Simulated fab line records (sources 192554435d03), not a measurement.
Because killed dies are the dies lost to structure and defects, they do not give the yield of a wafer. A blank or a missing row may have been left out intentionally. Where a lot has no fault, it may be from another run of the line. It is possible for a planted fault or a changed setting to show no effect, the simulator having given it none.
fab line records	flow n5_finfet	part 1 of 2: steps 1 to 28 of 34
record: lots: 5	wafers: 15	last_day: 18
route steps=1938 shown PASSIVATION@1900
lots that met no fault: taken from a fault-free run of the same line
start_h: hours from the record's opening day to when the first of the lot's shown wafers began	wait_h: time in hours since the lot's previous step	" unchanged from the row above	L1.1+2: one row covering several wafers at once	- no value, or no start given	* or withheld: withheld	< > ~ a bound
route shown NAME@n: names a module that has steps shown in the file, with the first one's number in the route	usual: mean/standard deviation of fault-free wafers	same: alike in all rows	chamber/n: place in a boat	sites: readings site by site	_std_site: standard deviation of those values	_edge_site: mean of outer sites minus mean of inner sites	radius_mm: how far each site lies from the wafer's centre	mask NAME#n: copy n	behind: the tool/chamber that last shaped the wafer	hold: why the lot went on hold/how many hours it stayed there/how the hold came to an end	device: which transistor (n, p or np) failed to switch	end of line: tests run on the same wafers once the route is complete	step lacking rows: just its recipe	killed: the dies lost at the first sort to structure and to defects; this is not the yield of the wafer	map: shows each die of a wafer: x if killed, . if not, _ if none is there
set.NAME: the run value of the setting; set.NAME@STEP: its run value at that earlier step	model.NAME: the simulator's own value behind a step, which no gauge read
lots at selected steps of the route; one table per step, one row per wafer
services: when a tool's chamber went out of use (start_h, in hours from the record's first day, below 0 if earlier), for how many hours, and the reason
== steps ==
step: N5_PASSIVATION_SOFTBAKE_25
recipe: temp_c: 100	time_s: 90
lot.wafer	tool	chamber	start_h	wait_h
L082.1+4+5	litho_track-03	0	-	-
L087.1+3+5	litho_track-03	0	-	-
L088.2+3+4	litho_track-01	0	-	-
L092.3+5+6	litho_track-02	0	-	-
L097.2+3+5	litho_track-01	0	-	-
step: N5_PASSIVATION_EXPOSE_27
recipe: mask_id: PAD	na: 0.55	source_shape: conventional	sigma_outer: 0.8	polarization: unpolarized	defocus_nm: 0	dose_mj: 32.3
usual: stage_vel_mm_s: 499.99/0.25
lot.wafer	tool	chamber	start_h	wait_h	mask	stage_vel_mm_s
L082.1	krf_scanner-01	0	320.32	-	PAD#0	500.08
L082.4	"	0	"	"	PAD#0	499.75
L082.5	"	0	"	"	PAD#0	499.92
L087.1	krf_scanner-01	0	361.18	-	PAD#0	499.97
L087.3	"	0	"	"	PAD#0	499.73
L087.5	"	0	"	"	PAD#0	500.08
L088.2	krf_scanner-02	0	367.32	-	PAD#0	500.14
L088.3	"	0	"	"	PAD#0	500.26
L088.4	"	0	"	"	PAD#0	500.38
L092.3	krf_scanner-02	0	376.96	-	PAD#0	499.59
L092.5	"	0	"	"	PAD#0	500.07
L092.6	"	0	"	"	PAD#0	499.61
L097.2	krf_scanner-01	0	424.77	-	PAD#0	499.95
L097.3	"	0	"	"	PAD#0	499.94
L097.5	"	0	"	"	PAD#0	499.85
step: N5_PASSIVATION_PEB_28
recipe: peb_temp_c: withheld	peb_time_s: *
lot.wafer	tool	chamber	start_h	wait_h
L082.1+4+5	litho_track-02	0	320.38	0.1
L087.1+3+5	litho_track-02	0	361.24	0.1
L088.2+3+4	litho_track-02	0	367.38	0.0
L092.3+5+6	litho_track-02	0	377.01	0.0
L097.2+3+5	litho_track-03	0	424.82	0.0
step: N5_PASSIVATION_DEVELOP_29
recipe: develop_time_s: 60	rinse_liquid: diw	dry: air_spin	dev_temp_c: 21
lot.wafer	tool	chamber	start_h	wait_h
L082.1+4+5	litho_track-02	0	-	-
L087.1+3+5	litho_track-02	0	-	-
L088.2+3+4	litho_track-02	0	-	-
L092.3+5+6	litho_track-02	0	-	-
L097.2+3+5	litho_track-03	0	-	-
step: N5_PASSIVATION_HARDBAKE_31
recipe: temp_c: 130	time_s: 120
lot.wafer	tool	chamber	start_h	wait_h
L082.1+4+5	litho_track-02	0	-	-
L087.1+3+5	litho_track-02	0	-	-
L088.2+3+4	litho_track-02	0	-	-
L092.3+5+6	litho_track-02	0	-	-
L097.2+3+5	litho_track-03	0	-	-
step: N5_PASSIVATION_CD_MEAS_30
recipe: target_cd_nm: 4000	landing_energy_ev: 500	detector: se_inlens	polarity: opening
usual: cd_nm: 4000.3/1.5
lot.wafer	tool	chamber	start_h	wait_h	cd_nm
L082.1	cd_sem-01	0	320.49	-	4000.8
L082.4	"	0	"	"	4001.3
L082.5	"	0	"	"	4002.9
L087.1	cd_sem-03	0	361.36	-	3999.4
L087.3	"	0	"	"	4001.2
L087.5	"	0	"	"	4000.0
L088.2	cd_sem-01	0	367.50	-	4000.0
L088.3	"	0	"	"	4001.7
L088.4	"	0	"	"	3999.7
L092.3	cd_sem-01	0	377.13	-	3996.5
L092.5	"	0	"	"	4000.2
L092.6	"	0	"	"	4000.4
L097.2	cd_sem-01	0	424.94	-	3999.4
L097.3	"	0	"	"	3998.0
L097.5	"	0	"	"	4003.4
step: N5_PASSIVATION_OVL_MEAS_63
recipe: points_per_wafer: 44
usual: PAD_OVL: -7/4.9
same: points_per_wafer: 44
lot.wafer	tool	chamber	start_h	wait_h	PAD_OVL[nm]
L082.1	overlay-02	0	320.52	0.0	-7
L082.4	"	0	"	"	-8
L082.5	"	0	"	"	-10
L087.1	overlay-01	0	361.39	0.0	-13
L087.3	"	0	"	"	-15
L087.5	"	0	"	"	-7
L088.2	overlay-02	0	367.53	0.0	1
L088.3	"	0	"	"	-1
L088.4	"	0	"	"	-5
L092.3	overlay-02	0	377.16	0.0	-3
L092.5	"	0	"	"	-7
L092.6	"	0	"	"	-10
L097.2	overlay-01	0	424.97	0.0	-8
L097.3	"	0	"	"	-7
L097.5	"	0	"	"	-5
step: N5_PASSIVATION_INSPECT_64
recipe: mode: adi	inspect_instrument: macro
usual: raw_defect_count: 2.1/1.5
lot.wafer	tool	chamber	start_h	wait_h	raw_defect_count
L082.1	defect_inspect-02	-	320.55	0.0	0
L082.4	"	-	"	"	0
L082.5	"	-	"	"	1
L087.1	defect_inspect-02	-	361.41	0.0	2
L087.3	"	-	"	"	1
L087.5	"	-	"	"	2
L088.2	defect_inspect-01	-	367.55	0.0	3
L088.3	"	-	"	"	4
L088.4	"	-	"	"	4
L092.3	defect_inspect-02	-	377.18	0.0	2
L092.5	"	-	"	"	3
L092.6	"	-	"	"	2
L097.2	defect_inspect-01	-	424.99	0.0	2
L097.3	"	-	"	"	6
L097.5	"	-	"	"	2
step: N5_PASSIVATION_DESCUM_32
recipe: chemistry: O2	time_s: 7.9	source_power_w: 50	bias_power_w: 20	pressure_mtorr: 20	rf_frequency_hz: 2.712e+07	temp_c: 40	o2_flow_sccm: 225
usual: drypump_motor_current_A: 5.8/0.45	oes_product_au: 0.82/0.093	rf_fwd_power_W: 49.70/0.19	rf_vpp_V: 243.4/1.6	showerhead_plenum_p_Torr: 2.10/0.099	throttle_valve_pct: 20.35/0.26
lot.wafer	tool	chamber	start_h	wait_h	drypump_motor_current_A	oes_product_au	rf_fwd_power_W	rf_hours_counter_h	rf_vpp_V	showerhead_plenum_p_Torr	throttle_valve_pct
L082.1	rie_diel-06	2	320.58	0.0	5.6	0.97	49.57	3	245.1	2.24	20.11
L082.4	"	2	"	"	5.6	0.99	49.26	-	244.4	2.24	20.13
L082.5	"	1	"	"	5.7	0.87	49.73	-	242.0	2.03	20.28
L087.1	rie_diel-06	3	361.45	0.0	5.7	0.75	49.75	190	243.4	2.17	20.60
L087.3	"	1	"	"	5.8	0.86	49.75	46	241.7	2.03	20.27
L087.5	"	3	"	"	5.7	0.74	49.95	-	246.0	2.17	20.63
L088.2	rie_diel-01	3	367.58	0.0	5.3	0.89	49.47	28	242.9	2.04	20.06
L088.3	"	2	"	"	6.3	0.87	49.75	41	241.4	2.12	20.02
L088.4	"	0	"	"	5.5	0.74	49.61	154	243.3	2.10	20.41
L092.3	rie_diel-01	3	377.22	0.0	5.3	0.89	49.95	32	242.8	2.04	20.11
L092.5	"	0	"	"	5.5	0.73	49.56	-	242.9	2.10	20.42
L092.6	"	1	"	"	6.1	0.92	49.76	-	242.1	2.03	20.28
L097.2	rie_diel-01	0	425.02	0.0	5.5	0.72	49.60	173	243.4	2.09	20.43
L097.3	"	3	"	"	5.3	0.87	49.67	48	242.8	2.04	20.13
L097.5	"	0	"	"	5.5	0.72	49.72	-	243.3	2.09	20.45
step: N5_PASSIVATION_AL_ETCH_33
recipe: chemistry: Cl2/BCl3	target_depth_a: 28000	over_etch_frac: 0.15	Cl2_flow_sccm: 180	bcl3_flow_sccm: 60	target: Al	stop_on: TaN	time_s: 466.7	ion_energy_ev: 100	pressure_mtorr: 10	icp_w: 900	bias_w: 100
usual: drypump_motor_current_A: 5.3/0.33	oes_product_au: 0.74/0.08	rf_fwd_power_W: 898.8/2.6	throttle_valve_pct: 34.4/0.47
lot.wafer	tool	chamber	start_h	wait_h	drypump_motor_current_A	oes_product_au	rf_fwd_power_W	rf_hours_counter_h	throttle_valve_pct
L082.1	rie_metal-03	1	320.67	0.1	4.9	0.80	900.5	14	34.9
L082.4	"	1	"	"	4.9	0.80	900.2	-	34.9
L082.5	"	1	"	"	4.9	0.81	900.5	-	34.9
L087.1	rie_metal-03	0	361.53	0.1	5.4	0.63	900.2	74	34.8
L087.3	"	1	"	"	4.9	0.80	899.3	-	34.9
L087.5	"	0	"	"	5.4	0.64	900.0	-	34.7
L088.2	rie_metal-02	0	367.67	0.1	5.6	0.72	895.8	34	33.6
L088.3	"	1	"	"	4.9	0.79	897.7	-	34.6
L088.4	"	0	"	"	5.6	0.73	892.8	-	33.6
L092.3	rie_metal-03	1	377.44	0.2	4.9	0.79	896.2	-	34.9
L092.5	"	1	"	"	4.9	0.79	896.6	-	34.9
L092.6	"	0	"	"	5.4	0.64	898.6	-	34.8
L097.2	rie_metal-03	1	425.11	0.1	4.9	0.78	898.7	24	34.9
L097.3	"	0	"	"	5.4	0.62	897.4	-	34.8
L097.5	"	1	"	"	4.9	0.77	896.9	-	34.9
step: N5_PASSIVATION_ETCH_59
recipe: chemistry: Cl2/BCl3	target: TaN	target_depth_a: 650	time_s: 34.9	ion_energy_ev: 100	pressure_mtorr: 10	icp_w: 900	bias_w: 100	Cl2_flow_sccm: 60	bcl3_flow_sccm: 30
usual: drypump_motor_current_A: 5.3/0.33	oes_product_au: 0.82/0.085	rf_fwd_power_W: 894.5/3	throttle_valve_pct: 21.2/0.35
lot.wafer	tool	chamber	start_h	wait_h	drypump_motor_current_A	oes_product_au	rf_fwd_power_W	rf_hours_counter_h	throttle_valve_pct
L082.1	rie_metal-03	1	321.07	0.3	4.9	0.88	898.9	14	21.5
L082.4	"	1	"	"	4.9	0.88	893.8	-	21.5
L082.5	"	1	"	"	4.9	0.89	895.8	-	21.5
L087.1	rie_metal-03	0	361.93	0.3	5.4	0.70	895.6	75	21.5
L087.3	"	1	"	"	4.9	0.86	896.3	-	21.5
L087.5	"	0	"	"	5.4	0.70	894.7	-	21.5
L088.2	rie_metal-02	0	368.07	0.3	5.6	0.80	896.5	34	20.6
L088.3	"	1	"	"	5.0	0.88	895.6	-	21.4
L088.4	"	0	"	"	5.6	0.80	899.7	-	20.6
L092.3	rie_metal-03	1	377.74	0.2	4.9	0.86	895.0	-	21.5
L092.5	"	1	"	"	4.9	0.86	896.0	-	21.5
L092.6	"	0	"	"	5.3	0.69	892.3	-	21.5
L097.2	rie_metal-03	1	425.51	0.3	4.9	0.84	897.2	24	21.6
L097.3	"	0	"	"	5.4	0.69	893.5	-	21.5
L097.5	"	1	"	"	4.9	0.85	897.1	-	21.5
step: N5_PASSIVATION_STRIP_34
recipe: chemistry: O2	power_w: 600	temp_c: 60	pressure_mtorr: 30	rf_frequency_hz: 6e+07	bias_power_w: 0	overash_fraction: 2	o2_flow_sccm: 225
usual: drypump_motor_current_A: 5.8/0.4	oes_product_au: 0.81/0.094	rf_vpp_V: 3.7/1.4	showerhead_plenum_p_Torr: 2.12/0.097	throttle_valve_pct: 16.62/0.25
lot.wafer	tool	chamber	start_h	wait_h	drypump_motor_current_A	oes_product_au	rf_hours_counter_h	rf_vpp_V	showerhead_plenum_p_Torr	throttle_valve_pct
L082.1	rie_diel-05	3	321.20	0.1	5.1	0.99	1	2.6	2.06	16.29
L082.4	"	1	"	"	6.6	0.87	62	5.3	2.23	16.83
L082.5	"	0	"	"	5.3	0.71	-	5.1	1.89	16.90
L087.1	rie_diel-06	3	362.05	0.1	5.7	0.75	190	3.4	2.17	16.84
L087.3	"	1	"	"	5.7	0.84	47	3.6	2.03	16.49
L087.5	"	0	"	"	6.0	0.72	-	4.2	2.18	16.99
L088.2	rie_diel-06	0	368.19	0.1	6.0	0.71	214	4.9	2.18	16.96
L088.3	"	3	"	"	5.7	0.72	192	6.1	2.17	16.89
L088.4	"	1	"	"	5.8	0.86	48	7.8	2.03	16.53
L092.3	rie_diel-01	0	377.82	0.1	5.5	0.72	158	4.6	2.10	16.59
L092.5	"	0	"	"	5.4	0.72	-	4.5	2.10	16.65
L092.6	"	3	"	"	5.3	0.87	-	6.3	2.05	16.34
L097.2	rie_diel-01	1	425.63	0.1	6.1	0.87	27	2.1	2.03	16.55
L097.3	"	2	"	"	6.4	0.85	61	5.6	2.12	16.35
L097.5	"	0	"	"	5.4	0.72	-	6.9	2.10	16.67
step: N5_PASSIVATION_STRIP_51
recipe: chemistry: post_etch_residue_remover	time_s: 1200	temp_c: 72.5
lot.wafer	tool	chamber	start_h	wait_h
L082.1+4+5	wet_bench-01	3,7,2	321.26	-
L087.1+3+5	wet_bench-06	7,2,1	362.12	-
L088.2+3+4	wet_bench-04	2,5,4	368.26	-
L092.3+5+6	wet_bench-01	4,3,5	377.89	-
L097.2+3+5	wet_bench-04	2,3,6	425.69	-
step: N5_PASSIVATION_CLEAN_69
recipe: chemistry: IPA	time_s: 180	temp_c: 25
lot.wafer	tool	chamber	start_h	wait_h
L082.1+4+5	wet_bench-01	3,7,2	321.60	0.0
L087.1+3+5	wet_bench-06	7,2,1	362.45	0.0
L088.2+3+4	wet_bench-04	2,5,4	368.59	0.0
L092.3+5+6	wet_bench-01	4,3,5	378.22	0.0
L097.2+3+5	wet_bench-04	2,3,6	426.03	0.0
step: N5_PASSIVATION_SRD_70
recipe: dry: ipa_marangoni	time_s: 30	temp_c: 23	rinse_liquid: diw
lot.wafer	tool	chamber	start_h	wait_h
L082.1+4+5	wet_bench-01	3,7,2	321.65	0.0
L087.1+3+5	wet_bench-06	7,2,1	362.50	0.0
L088.2+3+4	wet_bench-04	2,5,4	368.65	0.0
L092.3+5+6	wet_bench-01	4,3,5	378.27	0.0
L097.2+3+5	wet_bench-04	2,3,6	426.08	0.0
step: N5_PASSIVATION_PECVD_53
recipe: material: SiO2	target_thk_a: 8000	temp_c: 400	precursor: TEOS/O2	pressure_torr: 6.5	rf_w: withheld	teos_flow_sccm: withheld	gas: O2	flow_sccm: 2650	time_s: 169.4
lot.wafer	tool	chamber	start_h	wait_h
L082.1+4+5	pecvd-01	1,0,2	321.70	0.0
L087.1+3+5	pecvd-02	2,0,1	362.55	0.0
L088.2+3+4	pecvd-01	2,2,0	368.75	0.1
L092.3+5+6	pecvd-03	1,0,2	378.32	0.0
L097.2+3+5	pecvd-02	1,0,1	426.13	0.0
step: N5_PASSIVATION_PECVD_35
recipe: material: SiNx	target_thk_a: 7000	temp_c: 400	precursor: SiH4/NH3/N2	pressure_torr: 4.9	rf_w: 1406	time_s: 151.3
usual: heater_power_w: 417/120	rf_fwd_power_W: 1401/4.1	showerhead_plenum_p_Torr: 8.69/0.065	throttle_valve_pct: 29.0/1
lot.wafer	tool	chamber	start_h	wait_h	heater_power_w	rf_fwd_power_W	showerhead_plenum_p_Torr	throttle_valve_pct
L082.1	pecvd-01	1	321.81	0.1	277	1406	8.54	29.0
L082.4	"	0	"	"	349	1397	8.66	30.1
L082.5	"	2	"	"	480	1405	8.73	28.6
L087.1	pecvd-02	2	362.66	0.1	564	1405	8.66	28.0
L087.3	"	0	"	"	411	1399	8.71	29.5
L087.5	"	1	"	"	601	1405	8.78	29.3
L088.2	pecvd-01	2	368.91	0.1	415	1402	8.71	28.6
L088.3	"	2	"	"	450	1405	8.75	28.9
L088.4	"	0	"	"	387	1402	8.66	30.1
L092.3	pecvd-03	1	378.43	0.1	409	1403	8.69	28.9
L092.5	"	0	"	"	130	1403	8.64	31.1
L092.6	"	2	"	"	388	1399	8.79	27.2
L097.2	pecvd-02	1	426.24	0.1	625	1406	8.78	29.4
L097.3	"	0	"	"	403	1400	8.70	29.5
L097.5	"	1	"	"	621	1397	8.76	29.4
step: N5_PASSIVATION_HMDS_37
recipe: time_s: 60	temp_c: 120
lot.wafer	tool	chamber	start_h	wait_h
L082.1+4+5	litho_track-02	0	321.94	0.1
L087.1+3+5	litho_track-01	0	362.80	0.1
L088.2+3+4	litho_track-02	0	369.12	0.2
L092.3+5+6	litho_track-03	0	378.57	0.1
L097.2+3+5	litho_track-03	0	426.38	0.1
step: N5_PASSIVATION_COAT_38
recipe: spin_rpm: 3000	resist_thk_nm: withheld
lot.wafer	tool	chamber	start_h	wait_h
L082.1+4+5	litho_track-02	0	-	-
L087.1+3+5	litho_track-01	0	-	-
L088.2+3+4	litho_track-02	0	-	-
L092.3+5+6	litho_track-03	0	-	-
L097.2+3+5	litho_track-03	0	-	-
step: N5_PASSIVATION_EBR_40
recipe: solvent: PGMEA	ebr_width_mm: 1.5
lot.wafer	tool	chamber	start_h	wait_h
L082.1+4+5	litho_track-02	0	-	-
L087.1+3+5	litho_track-01	0	-	-
L088.2+3+4	litho_track-02	0	-	-
L092.3+5+6	litho_track-03	0	-	-
L097.2+3+5	litho_track-03	0	-	-
step: N5_PASSIVATION_SOFTBAKE_39
recipe: temp_c: 110	time_s: 120
lot.wafer	tool	chamber	start_h	wait_h
L082.1+4+5	litho_track-02	0	-	-
L087.1+3+5	litho_track-01	0	-	-
L088.2+3+4	litho_track-02	0	-	-
L092.3+5+6	litho_track-03	0	-	-
L097.2+3+5	litho_track-03	0	-	-
step: N5_PASSIVATION_EXPOSE_41
recipe: mask_id: PASS_OPEN	na: 0.55	defocus_nm: 0	source_shape: conventional	sigma_outer: 0.8	polarization: unpolarized	target_cd_nm: 40000	dose_mj: 57.25
usual: stage_vel_mm_s: 500.04/0.27
lot.wafer	tool	chamber	start_h	wait_h	mask	stage_vel_mm_s
L082.1	krf_scanner-02	0	322.06	-	PASS_OPEN#0	500.02
L082.4	"	0	"	"	PASS_OPEN#0	499.78
L082.5	"	0	"	"	PASS_OPEN#0	499.91
L087.1	krf_scanner-01	0	363.04	-	PASS_OPEN#0	499.83
L087.3	"	0	"	"	PASS_OPEN#0	499.82
L087.5	"	0	"	"	PASS_OPEN#0	500.20
L088.2	krf_scanner-02	0	369.24	-	PASS_OPEN#0	499.71
L088.3	"	0	"	"	PASS_OPEN#0	499.84
L088.4	"	0	"	"	PASS_OPEN#0	500.21
L092.3	krf_scanner-01	0	378.70	-	PASS_OPEN#0	499.87
L092.5	"	0	"	"	PASS_OPEN#0	499.93
L092.6	"	0	"	"	PASS_OPEN#0	499.77
L097.2	krf_scanner-01	0	426.62	-	PASS_OPEN#0	500.19
L097.3	"	0	"	"	PASS_OPEN#0	499.94
L097.5	"	0	"	"	PASS_OPEN#0	500.13
step: N5_PASSIVATION_PEB_42
recipe: peb_temp_c: withheld	peb_time_s: *
lot.wafer	tool	chamber	start_h	wait_h
L082.1+4+5	litho_track-01	0	322.12	0.1
L087.1+3+5	litho_track-03	0	363.10	0.1
L088.2+3+4	litho_track-01	0	369.30	0.0
L092.3+5+6	litho_track-03	0	378.75	0.0
L097.2+3+5	litho_track-03	0	426.68	0.0
step: N5_PASSIVATION_DEVELOP_43
recipe: develop_time_s: 60	rinse_liquid: diw	dry: air_spin	dev_temp_c: 21
lot.wafer	tool	chamber	start_h	wait_h
L082.1+4+5	litho_track-01	0	-	-
L087.1+3+5	litho_track-03	0	-	-
L088.2+3+4	litho_track-01	0	-	-
L092.3+5+6	litho_track-03	0	-	-
L097.2+3+5	litho_track-03	0	-	-
step: N5_PASSIVATION_HARDBAKE_45
recipe: temp_c: 130	time_s: 120
lot.wafer	tool	chamber	start_h	wait_h
L082.1+4+5	litho_track-01	0	-	-
L087.1+3+5	litho_track-03	0	-	-
L088.2+3+4	litho_track-01	0	-	-
L092.3+5+6	litho_track-03	0	-	-
L097.2+3+5	litho_track-03	0	-	-
step: N5_PASSIVATION_CD_MEAS_44
recipe: target_cd_nm: 40000	landing_energy_ev: 500	detector: se_inlens
usual: cd_nm: 39998/3.7
lot.wafer	tool	chamber	start_h	wait_h	cd_nm
L082.1	cd_sem-01	0	322.24	-	39993
L082.4	"	0	"	"	39994
L082.5	"	0	"	"	40002
L087.1	cd_sem-03	0	363.22	-	39995
L087.3	"	0	"	"	39998
L087.5	"	0	"	"	39996
L088.2	cd_sem-01	0	369.42	-	39990
L088.3	"	0	"	"	39996
L088.4	"	0	"	"	39995
L092.3	cd_sem-01	0	378.87	-	40002
L092.5	"	0	"	"	39997
L092.6	"	0	"	"	39994
L097.2	cd_sem-03	0	426.80	-	40000
L097.3	"	0	"	"	39995
L097.5	"	0	"	"	39997
step: N5_PASSIVATION_OVL_MEAS_66
recipe: points_per_wafer: 44
usual: PASS_OPEN_OVL: -7/5.1
same: points_per_wafer: 44
lot.wafer	tool	chamber	start_h	wait_h	PASS_OPEN_OVL[nm]
L082.1	overlay-01	0	322.27	0.0	-10
L082.4	"	0	"	"	-2
L082.5	"	0	"	"	-9
L087.1	overlay-02	0	363.25	0.0	-8
L087.3	"	0	"	"	0
L087.5	"	0	"	"	-2
L088.2	overlay-02	0	369.45	0.0	-2
L088.3	"	0	"	"	-10
L088.4	"	0	"	"	-8
L092.3	overlay-02	0	378.89	0.0	-1
L092.5	"	0	"	"	-4
L092.6	"	0	"	"	-10
L097.2	overlay-02	0	426.83	0.0	-2
L097.3	"	0	"	"	-3
L097.5	"	0	"	"	-5
step: N5_PASSIVATION_INSPECT_67
recipe: mode: adi	inspect_instrument: macro
usual: raw_defect_count: 1.9/1.4
lot.wafer	tool	chamber	start_h	wait_h	raw_defect_count
L082.1	defect_inspect-02	-	322.29	0.0	5
L082.4	"	-	"	"	1
L082.5	"	-	"	"	0
L087.1	defect_inspect-01	-	363.28	0.0	0
L087.3	"	-	"	"	1
L087.5	"	-	"	"	1
L088.2	defect_inspect-02	-	369.47	0.0	5
L088.3	"	-	"	"	4
L088.4	"	-	"	"	4
L092.3	defect_inspect-02	-	378.92	0.0	3
L092.5	"	-	"	"	3
L092.6	"	-	"	"	0
L097.2	defect_inspect-02	-	426.85	0.0	1
L097.3	"	-	"	"	1
L097.5	"	-	"	"	1
